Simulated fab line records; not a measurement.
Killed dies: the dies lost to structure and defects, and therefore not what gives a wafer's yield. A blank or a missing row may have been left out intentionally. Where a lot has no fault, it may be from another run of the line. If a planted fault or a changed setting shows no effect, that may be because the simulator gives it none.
Which of the tools did it?	flow nandHarc	24 lots, 72 wafers sampled, at 3 steps of a route of 1302

## WHAT EACH GAUGE READ, for each wafer
NHARC_A_BLC_CD_MEAS_19. Usual: cdNm 100.0 nm, standard deviation 2.1.
lot	measured	on	cdNm (nm)	flag
L074	day 22 16:05	cdSem-03	104.4 103.1 101.8	
L076	day 23 07:34	cdSem-03	100.0 100.9 101.0	
L075	day 23 11:23	cdSem-03	101.4 101.7 98.7	
L077	day 23 18:29	cdSem-01	100.2 102.8 103.9	
L078	day 23 18:51	cdSem-02	100.1 97.7 102.3	
L079	day 24 09:33	cdSem-02	100.2 103.3 98.2	
L080	day 25 02:35	cdSem-01	98.0 100.4 99.1	
L081	day 25 11:55	cdSem-02	94.5 102.6 96.8	
L082	day 25 15:14	cdSem-03	101.4 97.6 97.0	
L085	day 27 07:54	cdSem-03	98.1 100.9 98.6	
L083	day 27 11:10	cdSem-03	100.0 99.5 99.7	
L086	day 27 13:23	cdSem-02	102.5 102.2 99.3	
L084	day 27 14:59	cdSem-03	100.5 101.3 96.6	
L087	day 28 09:44	cdSem-03	99.6 100.5 102.1	
L088	day 28 14:17	cdSem-01	102.5 99.8 104.5	
L089	day 28 23:48	cdSem-03	101.7 96.1 102.6	
L091	day 29 04:12	cdSem-03	101.4 97.7 101.1	
L090	day 29 05:33	cdSem-01	100.5 97.5 100.8	
L094	day 30 15:47	cdSem-03	97.1 99.9 100.1	
L093	day 30 17:51	cdSem-03	100.0 99.6 102.8	
L092	day 30 20:52	cdSem-03	100.9 98.8 99.8	
L095	day 31 05:34	cdSem-01	99.2 99.5 97.0	
L096	day 31 13:26	cdSem-03	97.7 101.4 101.3	
L097	day 31 23:40	cdSem-02	100.2 102.0 98.7	

## TOOL THAT RAN EACH LOT (tool first, then ch and the chambers of the sampled wafers, then the start)
lot	NHARC_A_CONTACT_ETCH_92	NHARC_A_BLC_ETCH_18
L074	rieDiel-04 ch 0,1, day 22 11:45	rieDiel-09 ch 1,2,3, day 22 16:05 or earlier
L076	rieDiel-13 ch 0,2,3, day 23 03:10	rieDiel-05 ch 2,3, day 23 07:34 or earlier
L075	rieDiel-11 ch 1,3, day 23 06:38	rieDiel-05 ch 0,3, day 23 11:23 or earlier
L077	rieDiel-11 ch 0,2,3, day 23 14:10	rieDiel-05 ch 0,1, day 23 18:29 or earlier
L078	rieDiel-04 ch 0,1,2, day 23 14:37	rieDiel-09 ch 0,2,3, day 23 18:51 or earlier
L079	rieDiel-13 ch 0,1,2, day 24 05:13	rieDiel-09 ch 1,2,3, day 24 09:33 or earlier
L080	rieDiel-11 ch 0,1,2, day 24 22:19	rieDiel-09 ch 2,3, day 25 02:35 or earlier
L081	rieDiel-11 ch 0,1, day 25 07:44	rieDiel-08 ch 0,1,3, day 25 11:55 or earlier
L082	rieDiel-04 ch 0,2, day 25 10:55	rieDiel-09 ch 0,2,3, day 25 15:14 or earlier
L085	rieDiel-11 ch 1,2, day 27 03:34	rieDiel-05 ch 0,2, day 27 07:54 or earlier
L083	rieDiel-04 ch 0,1,2, day 27 05:56	rieDiel-05 ch 0,1,2, day 27 11:10 or earlier
L086	rieDiel-11 ch 0,2,3, day 27 09:07	rieDiel-05 ch 0,1,2, day 27 13:23 or earlier
L084	rieDiel-11 ch 1,2, day 27 10:39	rieDiel-09 ch 0,1,3, day 27 14:59 or earlier
L087	rieDiel-04 ch 1,3, day 28 05:28	rieDiel-09 ch 0,1, day 28 09:44 or earlier
L088	rieDiel-04 ch 0,1,2, day 28 09:54	rieDiel-09 ch 0,3, day 28 14:17 or earlier
L089	rieDiel-04 ch 0,1,3, day 28 19:26	rieDiel-09 ch 1,2,3, day 28 23:48 or earlier
L091	rieDiel-13 ch 0,1,2, day 28 23:52	rieDiel-05 ch 0,2,3, day 29 04:12 or earlier
L090	rieDiel-11 ch 1,3, day 29 01:14	rieDiel-05 ch 0,2, day 29 05:33 or earlier
L094	rieDiel-04 ch 1,3, day 30 11:18	rieDiel-09 ch 0,1, day 30 15:47 or earlier
L093	rieDiel-11 ch 0,2,3, day 30 13:20	rieDiel-09 ch 1,3, day 30 17:51 or earlier
L092	rieDiel-11 ch 0,1,2, day 30 16:37	rieDiel-05 ch 0,1, day 30 20:52 or earlier
L095	rieDiel-11 ch 0,2,3, day 31 00:34	rieDiel-09 ch 0,1,2, day 31 05:34 or earlier
L096	rieDiel-11 ch 1,3, day 31 06:05	rieDiel-05 ch 0,1,2, day 31 13:26 or earlier
L097	rieDiel-13 ch 1,3, day 31 18:54	rieDiel-05 ch 0,3, day 31 23:40 or earlier
- NHARC_A_CONTACT_ETCH_92: etches the open film in CH3F/O2, target depth 40 nm, time 85.7 s.
- NHARC_A_BLC_ETCH_18: etches the open film in C4F8/O2/Ar, target depth 910 nm.

## WHAT THE TOOLS THEMSELVES READ (means of the sampled wafers that have a number; where no wafer has one, the mark that the record gives instead)
NHARC_A_CONTACT_ETCH_92. Usual: drypumpMotorCurrentA 5.7 A, standard deviation 0.45; oesProductAu 0.933 a.u., standard deviation 0.025; rfVppV 244.9 V, standard deviation 1.7; showerheadPlenumPTorr 2.50 Torr, standard deviation 0.1; throttleValvePct 20.662 %, standard deviation 0.0091.
lot	tool	drypumpMotorCurrentA (A)	oesProductAu (a.u.)	rfVppV (V)	showerheadPlenumPTorr (Torr)	throttleValvePct (%)	flag
L074	rieDiel-04	5.7	0.919	246.1	2.54	20.655	
L076	rieDiel-13	6.1	0.941	243.4	2.37	20.658	
L075	rieDiel-11	5.7	0.934	243.9	2.42	20.660	
L077	rieDiel-11	5.5	0.927	246.1	2.56	20.650	
L078	rieDiel-04	5.6	0.999	246.1	2.58	20.660	
L079	rieDiel-13	5.8	0.935	244.5	2.48	20.668	
L080	rieDiel-11	5.6	0.917	245.9	2.50	20.658	
L081	rieDiel-11	5.9	0.923	245.4	2.52	20.664	
L082	rieDiel-04	6.0	0.928	246.4	2.59	20.664	
L085	rieDiel-11	5.4	0.911	244.8	2.47	20.661	
L083	rieDiel-04	5.6	0.991	246.4	2.57	20.667	
L086	rieDiel-11	5.5	0.925	245.6	2.56	20.661	
L084	rieDiel-11	5.6	0.911	243.2	2.42	20.659	
L087	rieDiel-04	5.9	0.924	243.6	2.43	20.663	
L088	rieDiel-04	5.6	0.992	245.5	2.56	20.662	
L089	rieDiel-04	5.7	0.920	244.6	2.47	20.658	
L091	rieDiel-13	5.8	0.932	244.4	2.46	20.662	
L090	rieDiel-11	5.5	0.933	244.1	2.48	20.660	
L094	rieDiel-04	5.9	0.917	242.8	2.42	20.665	
L093	rieDiel-11	5.5	0.929	245.7	2.55	20.665	
L092	rieDiel-11	5.7	0.913	244.3	2.49	20.673	
L095	rieDiel-11	5.5	0.927	246.1	2.55	20.664	
L096	rieDiel-11	5.5	0.931	245.4	2.47	20.670	
L097	rieDiel-13	6.2	0.926	247.0	2.64	20.660	

NHARC_A_BLC_ETCH_18. Usual: oesProductAu 0.957 a.u., standard deviation 0.022; rfVppV 974 V, standard deviation 4.8.
lot	tool	oesProductAu (a.u.)	rfVppV (V)	flag
L074	rieDiel-09	0.981	975	
L076	rieDiel-05	0.928	980	
L075	rieDiel-05	0.926	979	
L077	rieDiel-05	0.965	971	
L078	rieDiel-09	0.977	972	
L079	rieDiel-09	0.971	974	
L080	rieDiel-09	0.979	975	
L081	rieDiel-08	0.977	975	
L082	rieDiel-09	0.979	972	
L085	rieDiel-05	0.962	971	
L083	rieDiel-05	0.986	971	
L086	rieDiel-05	0.978	971	
L084	rieDiel-09	0.923	973	
L087	rieDiel-09	0.928	973	
L088	rieDiel-09	0.925	970	
L089	rieDiel-09	0.975	974	
L091	rieDiel-05	0.964	976	
L090	rieDiel-05	0.964	970	
L094	rieDiel-09	0.950	971	
L093	rieDiel-09	0.959	972	
L092	rieDiel-05	0.933	971	
L095	rieDiel-09	0.953	975	
L096	rieDiel-05	0.977	971	
L097	rieDiel-05	0.921	975	

## THE ANSWER, worked out from the rows above alone
Rule: a lot is off if the mean of its wafers that have a number lies more than 3 standard deviations from the usual mean. Also off: a lot with no number at a reading for which 4 or more lots have one. All remaining lots with rows at the step are treated as sound. The gauges are gone through in route order, then the tools' own readings, and for those a lot's mean is taken as printed above. The first step at which some lot is off is used, and at that step the reading that is off furthest; a lot without a number counts as furthest.
No lot is off on any of the readings shown, so nothing can be concluded from this.

## WHAT THE SIMULATOR HAD PUT IN
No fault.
